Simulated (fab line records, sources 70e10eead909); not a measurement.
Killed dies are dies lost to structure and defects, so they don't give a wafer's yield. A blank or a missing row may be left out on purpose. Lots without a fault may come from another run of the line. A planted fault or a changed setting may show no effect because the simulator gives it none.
Which tool did it? | flow nand_harc | 6 lots, 18 wafers sampled, at 5 steps of a route of 1302

WHAT THE GAUGES READ, wafer by wafer
NHARC_END_SORT_01.
lot  | measured     | on        | killed_at_array
L290 | day 27 23:59 | prober-01 | 140 124 142

WHICH TOOL RAN EACH LOT (tool, then ch and the chambers of the sampled wafers, then the start)
lot  | NHARC_A_STAIRCASE_STRIP_296         | NHARC_A_BONDPAD_DEP_00                     | NHARC_A_BONDPAD_PVD_27                  | NHARC_HYBRID_BOND_ACTIVATE_00
L280 | wet_bench-06 ch 0,4,5, day 17 06:10 | pecvd-01 ch 1,2, day 23 09:00              | pvd_sputter-03, day 23 13:01 or earlier | rie_diel-02 ch 0,3, day 23 13:01
L282 | wet_bench-01 ch 3,6,7, day 17 19:05 | pecvd-01 ch 0,1, day 23 21:49              | pvd_sputter-03, day 24 01:56 or earlier | rie_diel-02 ch 1,2, day 24 01:56
L290 | wet_bench-04 ch 0,1,6, day 21 01:37 | pecvd-04 ch 0,1,2, day 26 19:37 or earlier | pvd_sputter-02, day 26 19:37 or earlier | rie_diel-02 ch 0,2,3, day 26 19:37
L294 | wet_bench-06 ch 0,1,3, day 22 16:43 | pecvd-03 ch 0,1,2, day 29 08:37 or earlier | pvd_sputter-01, day 29 08:37 or earlier | rie_diel-02 ch 0,2,3, day 29 08:37
L297 | wet_bench-06 ch 1,2,3, day 24 09:34 | pecvd-01 ch 0,2, day 30 22:56              | pvd_sputter-01, day 31 02:58 or earlier | rie_diel-02 ch 2,3, day 31 02:58
L300 | wet_bench-01 ch 1,6,7, day 25 08:18 | pecvd-04 ch 0,2, day 31 13:49              | pvd_sputter-03, day 31 17:50 or earlier | rie_diel-12 ch 0,1,2, day 31 17:50
- NHARC_A_STAIRCASE_STRIP_296: strips in SPM, time 900 s.
- NHARC_A_BONDPAD_DEP_00: deposits SiCN, target thk 250 nm.
- NHARC_A_BONDPAD_PVD_27: deposits Cu, target thk 30 nm, time 20.49 s.
- NHARC_HYBRID_BOND_ACTIVATE_00: chemistry N2, time 60 s.

THE ANSWER, worked out from the rows above alone
Rule: what is usual is taken from the lots themselves. Put in order of their means at a reading, lots are off if they are a third of the lots or fewer, leave a main group of 4 or more, and stand apart from it by a gap of 3 or more times the standard deviation of the main group's means; of several such gaps the widest counts. A main group whose means are all the same, to the digits that the tables above print for the reading, isn't used. A lot without any number at a reading at which 4 lots or more have one is off too. The other lots that the step has rows for count as sound.
No lot is off at any reading shown: from this, nothing can be told.

WHAT THE SIMULATOR HAD PUT IN
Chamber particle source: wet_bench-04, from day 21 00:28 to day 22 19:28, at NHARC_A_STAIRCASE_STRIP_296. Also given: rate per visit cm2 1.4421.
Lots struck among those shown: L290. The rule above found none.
